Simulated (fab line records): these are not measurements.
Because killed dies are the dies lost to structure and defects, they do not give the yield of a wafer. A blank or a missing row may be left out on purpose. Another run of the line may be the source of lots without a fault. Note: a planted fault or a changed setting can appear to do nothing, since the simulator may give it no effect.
fab line records || flow n5Finfet
record {"lots": 3, "wafers": 8, "lastDay": 20}
route steps=1938 shown BEOL_M4@1103 BEOL_M5@1112 PASSIVATION@1936
lots untouched by any fault: they come from a run of this same line in which no faults occurred
startH: hours from the record's first day to the start of the lot's first wafer shown || waitH: hours from the lot's prior step to this one || " repeats the value in the row above || L1.1+2: several wafers, shown together as one row || - value missing, or start not given || * or withheld: withheld || < > ~ a bound
route shown NAME@n: a module of which the file shows steps, and the number in the route of the first || usual: the fault-free wafers' mean and standard deviation || same: alike in all rows || chamber/n: place in a boat || sites: each site's reading || _std_site: their standard deviation || _edge_site: mean of outer sites minus mean of inner sites || radiusMm: how far each site lies from the wafer's centre || mask NAME#n: copy n || behind: the most recent tool/chamber to have shaped the wafer || hold: the reason the lot was held/the length of the hold in hours/how it ended || device: whichever transistor did not switch (one of n, p or np) || end of line: tests of these same wafers at the route's end || a step with no rows: only its recipe || killed: dies that structure and defects cost at the first sort, which is not the same as the wafer's yield || map: the dies of a wafer, with x for killed, . for not killed, _ for no die there
set.NAME: the run value of the setting; set.NAME@STEP: its run value at that earlier step || model.NAME: the simulator's own value behind a step, which no gauge read
lots at selected steps of the route; one table per step, one row per wafer
services: a tool's chamber out of use, with start hour (startH, from the record's first day; less than 0 if before it), hours out, and reason
## steps
# step N5_BEOL_M4_CMP_52
# recipe {"stopOn": "SiOC", "tOverpolishS": 6.8, "downForcePsi": 1, "platenRpm": 50, "clearingPlatenDownForcePsi": 1.5, "clearingPlatenRpm": 50, "postCmpClean": "cuAlkaline", "targetThkNm": 40, "clearingPlatenPadVelocityMS": 0.99484, "padVelocityMS": 0.99484}
# step N5_BEOL_M4_PRE_CLEAN_60
# recipe {"gas": "NH3/H2", "timeS": 15, "tempC": "*", "rfPowerW": 300}
# step N5_BEOL_M4_CO_CAP_55
# recipe {"material": "Co", "targetThkA": 20, "tempC": 200, "precursor": "CCTBA/H2", "pressureTorr": 30, "timeS": 102.1}
# step N5_BEOL_M4_PRE_CLEAN_56
# recipe {"gas": "NH3", "timeS": 15, "tempC": "withheld", "rfPowerW": 300}
# step N5_BEOL_M4_DEP_57
# recipe {"material": "SiCN", "targetThkA": 80, "tempC": "withheld", "precursor": "3MS/NH3", "pressureTorr": 3, "rfW": 202, "timeS": 14}
# step N5_BEOL_M5_ILD_DEP_00
# recipe {"material": "SiCOH_lowk", "targetThkA": 1406.4, "tempC": 300, "precursor": "DEMS/porogen", "pressureTorr": 5, "rfW": 500, "timeS": 25.9}
# step N5_BEOL_M5_CURE_79
# recipe {"tempC": 385, "timeS": 240, "ambient": "He/Ar", "material": "SiCOH_lowk"}
# step N5_BEOL_M5_PECVD_70
# recipe {"material": "SiO2", "targetThkA": 160, "tempC": 400, "precursor": "TEOS/O2", "pressureTorr": 5.5, "rfW": 450, "teosFlowSccm": 53.8, "gas": "O2", "flowSccm": 3000, "timeS": 18}
# usual {"heaterPowerW": "796/130", "showerheadPlenumPTorr": "8.81/0.049", "throttleValvePct": "22.5/1.5"}
{"lot.wafer": "L888.1", "tool": "pecvd-03", "chamber": 1, "startH": 225.53, "waitH": 0.0, "heaterPowerW": 721, "showerheadPlenumPTorr": 8.85, "sinceWetCleanH": 1654, "throttleValvePct": 21.3, "model.SiO2_of_BEOL_M5_PECVD_70.thkNm": 15.8}
{"lot.wafer": "L888.3", "tool": "pecvd-03", "chamber": 2, "startH": 225.53, "waitH": 0.0, "heaterPowerW": 1028, "showerheadPlenumPTorr": 8.72, "sinceWetCleanH": 173, "throttleValvePct": 21.9, "model.SiO2_of_BEOL_M5_PECVD_70.thkNm": 15.8}
{"lot.wafer": "L888.6", "tool": "pecvd-03", "chamber": 0, "startH": 225.53, "waitH": 0.0, "heaterPowerW": 803, "showerheadPlenumPTorr": 8.87, "sinceWetCleanH": "-", "throttleValvePct": 25.8, "model.SiO2_of_BEOL_M5_PECVD_70.thkNm": 16.2}
{"lot.wafer": "L898.3", "tool": "pecvd-03", "chamber": 1, "startH": 301.45, "waitH": 0.1, "heaterPowerW": 803, "showerheadPlenumPTorr": 8.85, "sinceWetCleanH": "-", "throttleValvePct": 21.3, "model.SiO2_of_BEOL_M5_PECVD_70.thkNm": 15.8}
{"lot.wafer": "L898.6", "tool": "pecvd-03", "chamber": 0, "startH": 301.45, "waitH": 0.1, "heaterPowerW": 886, "showerheadPlenumPTorr": 8.85, "sinceWetCleanH": "-", "throttleValvePct": 26.2, "model.SiO2_of_BEOL_M5_PECVD_70.thkNm": 23.8}
{"lot.wafer": "L909.2", "tool": "pecvd-02", "chamber": 2, "startH": 351.47, "waitH": 0.0, "heaterPowerW": 888, "showerheadPlenumPTorr": 8.84, "sinceWetCleanH": 120, "throttleValvePct": 20.0, "model.SiO2_of_BEOL_M5_PECVD_70.thkNm": 16.2}
{"lot.wafer": "L909.3", "tool": "pecvd-02", "chamber": 1, "startH": 351.47, "waitH": 0.0, "heaterPowerW": 767, "showerheadPlenumPTorr": 8.82, "sinceWetCleanH": 1599, "throttleValvePct": 23.4, "model.SiO2_of_BEOL_M5_PECVD_70.thkNm": 15.8}
{"lot.wafer": "L909.5", "tool": "pecvd-02", "chamber": 1, "startH": 351.47, "waitH": 0.0, "heaterPowerW": 768, "showerheadPlenumPTorr": 8.78, "sinceWetCleanH": "-", "throttleValvePct": 23.1, "model.SiO2_of_BEOL_M5_PECVD_70.thkNm": 16.2}
# step N5_BEOL_M5_HM_DEP_02
# recipe {"material": "TiN", "targetThkA": 200, "tempC": 25, "chamberPressurePa": 0.49996}
# step N5_BEOL_M5_COAT_59
# recipe {"resist": "SOC", "tempC": 250, "timeS": 60, "spinRpm": 1500, "resistThkNm": 60}
# step N5_BEOL_M5_COAT_60
# recipe {"resist": "SiARC", "tempC": 220, "timeS": 60, "spinRpm": 1500, "resistThkNm": 12}
# step N5_BEOL_M5_COAT_71
# recipe {"resist": "underlayer", "tempC": 205, "timeS": 60, "spinRpm": 1500, "resistThkNm": 5}
# step N5_BEOL_M5_COAT_05
# recipe {"resist": "CAR-EUV", "spinRpm": 1500, "resistThkNm": 30}
# step N5_BEOL_M5_EBR_07
# recipe {"solvent": "PGMEA", "ebrWidthMm": 1.5}
# step N5_BEOL_M5_SOFTBAKE_06
# recipe {"tempC": 110, "timeS": 60, "resist": "CAR-EUV"}
# step N5_BEOL_M5_EXPOSE_08
# recipe {"maskId": "M5", "na": 0.33, "sourceShape": "annular", "sigmaInner": 0.4, "sigmaOuter": 0.8, "polarization": "unpolarized", "targetCdNm": 28, "doseMj": 35.75}
# step N5_BEOL_M5_PEB_09
# recipe {"pebTempC": 100, "pebTimeS": 60, "resist": "CAR-EUV"}
# step N5_BEOL_M5_DEVELOP_10
# recipe {"developTimeS": 30, "developer": "TMAH", "resist": "CAR-EUV", "rinseLiquid": "surfactantRinse", "dry": "airSpin", "devTempC": 23}
# step N5_BEOL_M5_DESCUM_16
# recipe {"chemistry": "O2", "timeS": 7, "sourcePowerW": 50, "biasPowerW": 20, "pressureMtorr": 20, "rfFrequencyHz": 2.712e+07, "tempC": 40, "resist": "CAR-EUV", "o2FlowSccm": 225}
# step N5_BEOL_M5_ETCH_72
# recipe {"chemistry": "N2/H2", "target": "underlayer", "targetDepthA": 65, "maskMaterial": "CAR-EUV", "timeS": 5.2, "ionEnergyEv": 200, "pressureMtorr": 30, "sourceW": 840, "biasW": 150, "n2FlowSccm": 200, "h2FlowSccm": 200, "ends": "cleared"}
# step N5_BEOL_M5_ETCH_61
# recipe {"chemistry": "CF4", "target": "SiARC", "targetDepthA": 156, "maskMaterial": "CAR-EUV", "timeS": 26, "ionEnergyEv": 80, "pressureMtorr": 40, "sourceW": 545, "biasW": 36, "Ar_flow_sccm": 100, "cf4FlowSccm": 100, "ends": "cleared"}
# step N5_BEOL_M5_ETCH_62
# recipe {"chemistry": "N2/H2", "target": "SOC", "targetDepthA": 750, "overetchA": 150, "maskMaterial": "SiARC", "tempC": 40, "timeS": 112.5, "ionEnergyEv": 200, "pressureMtorr": 30, "sourceW": 840, "biasW": 150, "n2FlowSccm": 200, "h2FlowSccm": 200}
# step N5_BEOL_M5_STRIP_63
# recipe {"chemistry": "N2/H2", "tempC": 40, "n2FlowSccm": 200, "h2FlowSccm": 200, "rfFrequencyHz": 6e+07}
# step N5_BEOL_M5_STRIP_73
# recipe {"chemistry": "N2/H2", "tempC": 40, "n2FlowSccm": 200, "h2FlowSccm": 200, "rfFrequencyHz": 6e+07}
# step N5_BEOL_M5_STRIP_64
# recipe {"chemistry": "CF4", "resist": "SiARC", "powerW": 300, "biasPowerW": 75, "pressureMtorr": 50, "cf4FlowSccm": 150, "rfFrequencyHz": 6e+07}
# step N5_BEOL_M5_HM_OPEN_17
# recipe {"chemistry": "Cl2/BCl3", "targetDepthA": 200, "overetchA": 60, "target": "TiN", "maskMaterial": "SOC", "ionEnergyEv": 150, "pressureMtorr": 10, "icpW": 1000, "biasW": 126, "Cl2_flow_sccm": 53.25, "bcl3FlowSccm": 21.75, "Ar_flow_sccm": 25}
# step N5_BEOL_M5_STRIP_19
# recipe {"chemistry": "O2", "powerW": 400, "tempC": 40, "pressureMtorr": 30, "rfFrequencyHz": 6e+07, "biasPowerW": 0, "overashFraction": 0.2, "o2FlowSccm": 225}
# step N5_BEOL_M5_COAT_65
# recipe {"resist": "SOC", "tempC": 250, "timeS": 60, "spinRpm": 1500, "resistThkNm": 60}
# step N5_BEOL_M5_COAT_66
# recipe {"resist": "SiARC", "tempC": 220, "timeS": 60, "spinRpm": 1500, "resistThkNm": 12}
# step N5_BEOL_M5_COAT_74
# recipe {"resist": "underlayer", "tempC": 205, "timeS": 60, "spinRpm": 1500, "resistThkNm": 5}
# step N5_BEOL_M5_COAT_22
# recipe {"resist": "CAR-EUV", "spinRpm": 1500, "resistThkNm": 30}
# step N5_BEOL_M5_EBR_24
# recipe {"solvent": "PGMEA", "ebrWidthMm": 1.5}
# step N5_BEOL_M5_SOFTBAKE_23
# recipe {"tempC": 110, "timeS": 60, "resist": "CAR-EUV"}
# step N5_BEOL_M5_HM_STRIP_39
# recipe {"chemistry": "peroxideTinStrip", "material": "TiN", "targetDepthA": 250, "tempC": 50, "timeS": 158}
{"lot.wafer": "L888.1+3", "tool": "wetBench-01", "chamber": "3,4", "startH": 232.39, "waitH": 0.0, "model.SiO2_of_BEOL_M5_PECVD_70.thkNm": 15.6}
{"lot.wafer": "L888.6", "tool": "wetBench-01", "chamber": 2, "startH": 232.39, "waitH": 0.0, "model.SiO2_of_BEOL_M5_PECVD_70.thkNm": 16}
{"lot.wafer": "L898.3", "tool": "wetBench-06", "chamber": 6, "startH": 306.61, "waitH": 0.0, "model.SiO2_of_BEOL_M5_PECVD_70.thkNm": 15.8}
{"lot.wafer": "L898.6", "tool": "wetBench-06", "chamber": 1, "startH": 306.61, "waitH": 0.0, "model.SiO2_of_BEOL_M5_PECVD_70.thkNm": 23.8}
{"lot.wafer": "L909.2", "tool": "wetBench-01", "chamber": 3, "startH": 354.75, "waitH": 0.0, "model.SiO2_of_BEOL_M5_PECVD_70.thkNm": 16.2}
{"lot.wafer": "L909.3", "tool": "wetBench-01", "chamber": 7, "startH": 354.75, "waitH": 0.0, "model.SiO2_of_BEOL_M5_PECVD_70.thkNm": 15.8}
{"lot.wafer": "L909.5", "tool": "wetBench-01", "chamber": 4, "startH": 354.75, "waitH": 0.0, "model.SiO2_of_BEOL_M5_PECVD_70.thkNm": 16}
# step N5_BEOL_M5_CMP_52
# recipe {"stopOn": "SiCOH_lowk", "tOverpolishS": 6.9, "downForcePsi": 1, "platenRpm": 50, "clearingPlatenDownForcePsi": 1.5, "clearingPlatenRpm": 50, "postCmpClean": "cuAlkaline", "targetThkNm": 62, "clearingPlatenPadVelocityMS": 0.99484, "padVelocityMS": 0.99484}
# usual {"barrierFieldEndpointS": "24.8/0.93", "motorCurrentA": "6.1/0.73"}
{"lot.wafer": "L888.1", "tool": "cmp-01", "chamber": 2, "startH": 238.86, "waitH": 0.3, "barrierFieldEndpointS": 25.1, "motorCurrentA": 6.4}
{"lot.wafer": "L888.3", "tool": "cmp-01", "chamber": 0, "startH": 238.86, "waitH": 0.3, "barrierFieldEndpointS": 24.0, "motorCurrentA": 7.0}
{"lot.wafer": "L888.6", "tool": "cmp-01", "chamber": 2, "startH": 238.86, "waitH": 0.3, "barrierFieldEndpointS": 25.0, "motorCurrentA": 6.3}
{"lot.wafer": "L898.3", "tool": "cmp-01", "chamber": 3, "startH": 313.35, "waitH": 0.3, "barrierFieldEndpointS": 24.3, "motorCurrentA": 5.7}
{"lot.wafer": "L898.6", "tool": "cmp-01", "chamber": 0, "startH": 313.35, "waitH": 0.3, "barrierFieldEndpointS": 33.8, "motorCurrentA": 6.9}
{"lot.wafer": "L909.3", "tool": "cmp-02", "chamber": 0, "startH": 362.74, "waitH": 0.2, "barrierFieldEndpointS": 24.6, "motorCurrentA": 8.1}
{"lot.wafer": "L909.2", "tool": "cmp-02", "chamber": 2, "startH": 362.74, "waitH": 0.2, "barrierFieldEndpointS": 24.4, "motorCurrentA": 5.3}
{"lot.wafer": "L909.5", "tool": "cmp-02", "chamber": 1, "startH": 362.74, "waitH": 0.2, "barrierFieldEndpointS": 25.2, "motorCurrentA": 5.9}
# step N5_PASSIVATION_PROBE_49
# usual {"defectLimitedYield": "91.2/1.5", "killed_at_M0_to_M3": "36/10", "killed_at_M4_up": "14/5.2", "killedAtContacts": "12/6", "killedAtFrontEnd": "37/10", "killedAtOther": "4/3.3", "killedDies": "104/18", "killedOnRim": "14/4.1", "killedOpen": "68/14", "killedShort": "34/7.4", "sort_bin_5_function": "5.2/1", "sort_bin_6_memory": "3.3/0.7", "sortNPass": "1076/18", "sortYieldPct": "91.2/1.5"}
# same {"grossDies": 1180, "killedAtBackSide": 0, "sort_bin_4_leakage[%]": 0, "sort_bin_8_speed[%]": 0}
{"lot.wafer": "L888.1", "tool": "prober-01", "chamber": "-", "startH": 338.27, "waitH": 0.0, "defectLimitedYield[%]": 92.1, "killed_at_M0_to_M3": 33, "killed_at_M4_up": 3, "killedAtContacts": 20, "killedAtFrontEnd": 33, "killedAtOther": 4, "killedDies": 93, "killedOnRim": 5, "killedOpen": 52, "killedShort": 41, "sort_bin_5_function[%]": 5.1, "sort_bin_6_memory[%]": 2.3, "sortNPass": 1087, "sortYieldPct[%]": 92.1}
{"lot.wafer": "L888.3", "tool": "prober-01", "chamber": "-", "startH": 338.37, "waitH": 0.1, "defectLimitedYield[%]": 94.2, "killed_at_M0_to_M3": 35, "killed_at_M4_up": 8, "killedAtContacts": 6, "killedAtFrontEnd": 19, "killedAtOther": 0, "killedDies": 68, "killedOnRim": 7, "killedOpen": 42, "killedShort": 25, "sort_bin_5_function[%]": 3.0, "sort_bin_6_memory[%]": 2.5, "sortNPass": 1112, "sortYieldPct[%]": 94.2}
{"lot.wafer": "L888.6", "tool": "prober-01", "chamber": "-", "startH": 338.52, "waitH": 0.3, "defectLimitedYield[%]": 91.9, "killed_at_M0_to_M3": 42, "killed_at_M4_up": 13, "killedAtContacts": 8, "killedAtFrontEnd": 28, "killedAtOther": 4, "killedDies": 95, "killedOnRim": 7, "killedOpen": 58, "killedShort": 37, "sort_bin_5_function[%]": 4.5, "sort_bin_6_memory[%]": 3.2, "sortNPass": 1085, "sortYieldPct[%]": 91.9}
{"lot.wafer": "L898.3", "tool": "prober-02", "chamber": "-", "startH": 419.69, "waitH": 0.1, "defectLimitedYield[%]": 91.4, "killed_at_M0_to_M3": 26, "killed_at_M4_up": 9, "killedAtContacts": 28, "killedAtFrontEnd": 31, "killedAtOther": 8, "killedDies": 102, "killedOnRim": 8, "killedOpen": 66, "killedShort": 34, "sort_bin_5_function[%]": 5.3, "sort_bin_6_memory[%]": 3.1, "sortNPass": 1078, "sortYieldPct[%]": 91.4}
{"lot.wafer": "L898.6", "tool": "prober-02", "chamber": "-", "startH": 419.84, "waitH": 0.3, "defectLimitedYield[%]": 91.3, "killed_at_M0_to_M3": 35, "killed_at_M4_up": 21, "killedAtContacts": 17, "killedAtFrontEnd": 28, "killedAtOther": 2, "killedDies": 103, "killedOnRim": 13, "killedOpen": 75, "killedShort": 28, "sort_bin_5_function[%]": 5.2, "sort_bin_6_memory[%]": 3.4, "sortNPass": 1077, "sortYieldPct[%]": 91.3}
# killed by level:class
L888.1 MOL_CONTACT_COAG:geometricParticle:open=15 BEOL_M0_SAQP:geometricParticle:short=9 FIN_SAQP:geometricParticle:short=8 BEOL_M2:geometricParticle:open=6 BEOL_M0_SAQP:geometricParticle:open=6 DUMMY_GATE:geometricParticle:open=5 GATE_CUT:geometricParticle:short=5 MOL_CONTACT_COAG:geometricParticle:short=5
L888.3 BEOL_M2:geometricParticle:open=8 MOL_CONTACT_COAG:geometricParticle:open=6 BEOL_M1:geometricParticle:open=6 FIN_SAQP:geometricParticle:open=4 BEOL_M1:geometricParticle:short=4 BEOL_M0_SAQP:geometricParticle:open=4 BEOL_M0_SAQP:geometricParticle:short=4 STARTING-WAFER:geometricParticle:short=4
L888.6 BEOL_M0_SAQP:geometricParticle:open=11 BEOL_M1:geometricParticle:open=7 BEOL_M4:geometricParticle:open=7 MOL_CONTACT_COAG:geometricParticle:open=6 BEOL_M0_SAQP:geometricParticle:short=6 FIN_SAQP:geometricParticle:open=5 STI_FIN_REVEAL:geometricParticle:open=5 BEOL_M1:geometricParticle:short=5
L898.3 MOL_CONTACT_COAG:geometricParticle:open=23 BEOL_M3:geometricParticle:short=7 STI_FIN_REVEAL:geometricParticle:open=6 BEOL_M2:geometricParticle:open=6 DUMMY_GATE:geometricParticle:open=5 MOL_CONTACT_COAG:geometricParticle:short=5 BEOL_M4:geometricParticle:open=4 GATE_CUT:geometricParticle:short=4
L898.6 MOL_CONTACT_COAG:geometricParticle:open=15 BEOL_M0_SAQP:geometricParticle:open=15 DUMMY_GATE:geometricParticle:open=7 BEOL_M4:geometricParticle:open=7 BEOL_M3:geometricParticle:open=6 BEOL_M0_SAQP:geometricParticle:short=6 FIN_SAQP:geometricParticle:open=5 ILD0:geometricParticle:short=5
## services
{"tool": "pecvd-02", "chamber": 2, "startH": 202.38, "hours": "-", "kind": "clean"}
{"tool": "pecvd-02", "chamber": 2, "startH": 202.38, "hours": "-", "kind": "consumableReplace:showerhead"}
{"tool": "pecvd-02", "chamber": 2, "startH": 202.38, "hours": 29.0, "kind": "scheduledDown"}
{"tool": "pecvd-02", "chamber": 2, "startH": 202.38, "hours": 29.0, "kind": "ventCycle"}
{"tool": "pecvd-02", "chamber": 1, "startH": 206.22, "hours": 2.9, "kind": "repair"}
{"tool": "cmp-02", "chamber": "-", "startH": 216.81, "hours": 1.2, "kind": "repair"}
{"tool": "cmp-01", "chamber": "-", "startH": 217.37, "hours": 1.1, "kind": "repair"}
{"tool": "pecvd-03", "chamber": 1, "startH": 226.92, "hours": 4.8, "kind": "repair"}
{"tool": "cmp-02", "chamber": "-", "startH": 231.63, "hours": 10.3, "kind": "pm"}
{"tool": "pecvd-03", "chamber": "-", "startH": 255.03, "hours": 14.6, "kind": "pm"}
{"tool": "cmp-02", "chamber": "-", "startH": 259.41, "hours": 4.0, "kind": "pm"}
{"tool": "cmp-01", "chamber": "-", "startH": 269.12, "hours": 8.4, "kind": "pm"}
{"tool": "pecvd-02", "chamber": "-", "startH": 270.32, "hours": 28.1, "kind": "pm"}
{"tool": "cmp-01", "chamber": "-", "startH": 278.95, "hours": 0.5, "kind": "repair"}
{"tool": "pecvd-03", "chamber": 0, "startH": 280.98, "hours": 5.5, "kind": "scheduledDown"}
{"tool": "cmp-02", "chamber": "-", "startH": 289.59, "hours": 4.6, "kind": "pm"}
{"tool": "pecvd-03", "chamber": 0, "startH": 307.10, "hours": 28.4, "kind": "repair"}
{"tool": "pecvd-02", "chamber": 1, "startH": 319.53, "hours": 5.5, "kind": "scheduledDown"}
{"tool": "cmp-02", "chamber": "-", "startH": 321.72, "hours": 0.3, "kind": "repair"}
{"tool": "cmp-01", "chamber": "-", "startH": 325.02, "hours": 0.8, "kind": "repair"}
{"tool": "cmp-02", "chamber": "-", "startH": 328.59, "hours": 0.6, "kind": "repair"}
{"tool": "cmp-02", "chamber": "-", "startH": 359.12, "hours": 1.0, "kind": "repair"}
## key
firstSign {"step": "N5_BEOL_M5_CMP_52", "reading": "barrierFieldEndpointS", "direction": "up", "sigmas": 9.6, "usual": 24.8, "struck": 33.8}
effect none on later readings
modelEffect {"step": "N5_BEOL_M5_PECVD_70", "value": "SiO2_of_BEOL_M5_PECVD_70.thkNm", "without": 16, "struck": 23.8}
modelEffect {"step": "N5_BEOL_M5_HM_STRIP_39", "value": "SiO2_of_BEOL_M5_PECVD_70.thkNm", "without": 16, "struck": 23.8}
metAt N5_BEOL_M5_PECVD_70
struckWafers L898.6
onsetBetween 225.53 301.45
fault {"kind": "processParameterDrift", "tool": "pecvd-03", "chamber": "-", "onsetH": 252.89, "steps": "N5_BEOL_M5_PECVD_70", "channel": "timeS", "offset": "*", "shape": "step", "endH": 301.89, "scope": "struckWafersOnly", "actsIn": "*", "stated": "*"}
